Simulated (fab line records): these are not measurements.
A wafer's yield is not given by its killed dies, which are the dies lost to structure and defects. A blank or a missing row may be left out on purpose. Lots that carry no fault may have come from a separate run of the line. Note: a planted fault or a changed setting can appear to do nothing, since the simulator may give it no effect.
One fault seen from 2 desks / flow n5-finfet / what lay behind the numbers comes last; until then each desk has only its own

## TOOL OWNER'S DESK, rie-si-06
The tool's own readings at N5_BEOL_M0_SAQP_MANDREL_ETCH_20 (etches a-Si in HBr/Cl2, stops on SiNx, target depth 60 nm, bt time 10 s, time 30 s): means of the sampled wafers that have a number, for each lot that ran on this tool. If a lot's mean is further than 4 standard deviations from the usual mean, the lot is out of limits and carries the mark OUT (the distance appears in the brackets).
Columns: A = bias-w at N5_BEOL_M0_SAQP_MANDREL_ETCH_20, usual 75.00 W; B = drypump-motor-current-A at N5_BEOL_M0_SAQP_MANDREL_ETCH_20, usual 6.0 A; C = oes-product-au at N5_BEOL_M0_SAQP_MANDREL_ETCH_20, usual 0.784 a.u.; D = throttle-valve-pct at N5_BEOL_M0_SAQP_MANDREL_ETCH_20, usual 35.6 %
lot=L652; first seen here=day 6 06:28; A=75.20; B=5.7; C=0.796; D=35.2
lot=L653; first seen here=day 6 17:50; A=75.05; B=5.8; C=0.796; D=35.1
lot=L654; first seen here=day 6 21:13; A=75.14; B=6.1; C=0.774; D=35.2
lot=L656; first seen here=day 7 11:10; A=74.75; B=5.7; C=0.783; D=35.2
lot=L670; first seen here=day 10 16:26; A=75.16; B=5.5; C=0.791; D=35.2
This desk's finding: nothing out of limits on any of the 5 lots.

## THE METROLOGY DESK
Lot by lot, what the gauges showed, no matter which tool ran the lot: averages of those sampled wafers that carry a number. If a lot's mean is further than 4 standard deviations from the usual mean, the lot is out of limits and carries the mark OUT (the distance appears in the brackets). It has 10 readings; the 7 that lie furthest out on some lot are the ones shown.
Columns: A = DIBL_N at N5_BEOL_M4_RC_MEAS_101, usual 37.4 mV/V; B = DIBL_P at N5_BEOL_M4_RC_MEAS_101, usual 37.8 mV/V; C = IOFF_N at N5_BEOL_M4_RC_MEAS_101, usual 0.19 nA/um; D = SS_N at N5_BEOL_M4_RC_MEAS_101, usual 71.9 mV/dec; E = SS_P at N5_BEOL_M4_RC_MEAS_101, usual 73.6 mV/dec; F = VT_N at N5_BEOL_M4_RC_MEAS_101, usual 247 mV; G = VT_P at N5_BEOL_M4_RC_MEAS_101, usual -248 mV
lot=L652; first seen here=day 8 13:41; A=36.2; B=36.8; C=0.15; D=71.7; E=73.5; F=250; G=-250
lot=L654; first seen here=day 8 23:06; A=36.1; B=36.8; C=0.17; D=72.2; E=73.5; F=246; G=-247
lot=L653; first seen here=day 9 05:26; A=38.1; B=38.4; C=0.19; D=72.5; E=73.2; F=248; G=-249
lot=L656; first seen here=day 9 23:55; A=37.8; B=38.4; C=0.19; D=72.2; E=74.0; F=246; G=-254
lot=L665; first seen here=day 12 14:02; A=36.2; B=37.1; C=0.17; D=71.9; E=73.5; F=248; G=-248
lot=L668; first seen here=day 13 04:29; A=36.8; B=34.9; C=0.14; D=70.9; E=72.7; F=252; G=-250
lot=L670; first seen here=day 13 11:37; A=33.4; B=33.8; C=0.13; D=71.0; E=72.3; F=251; G=-251
lot=L671; first seen here=day 14 03:58; A=35.6; B=36.6; C=0.15; D=71.8; E=73.0; F=250; G=-251
lot=L672; first seen here=day 14 18:05; A=34.1; B=34.9; C=0.14; D=71.5; E=73.1; F=252; G=-247
This desk's finding: nothing out of limits on any of the 9 lots.

## ALL TOGETHER
The desk of the tool owner found nothing out of limits.
At the metrology desk, nothing out of limits was observed.

## WHAT HAD BEEN PUT IN BY THE SIMULATOR
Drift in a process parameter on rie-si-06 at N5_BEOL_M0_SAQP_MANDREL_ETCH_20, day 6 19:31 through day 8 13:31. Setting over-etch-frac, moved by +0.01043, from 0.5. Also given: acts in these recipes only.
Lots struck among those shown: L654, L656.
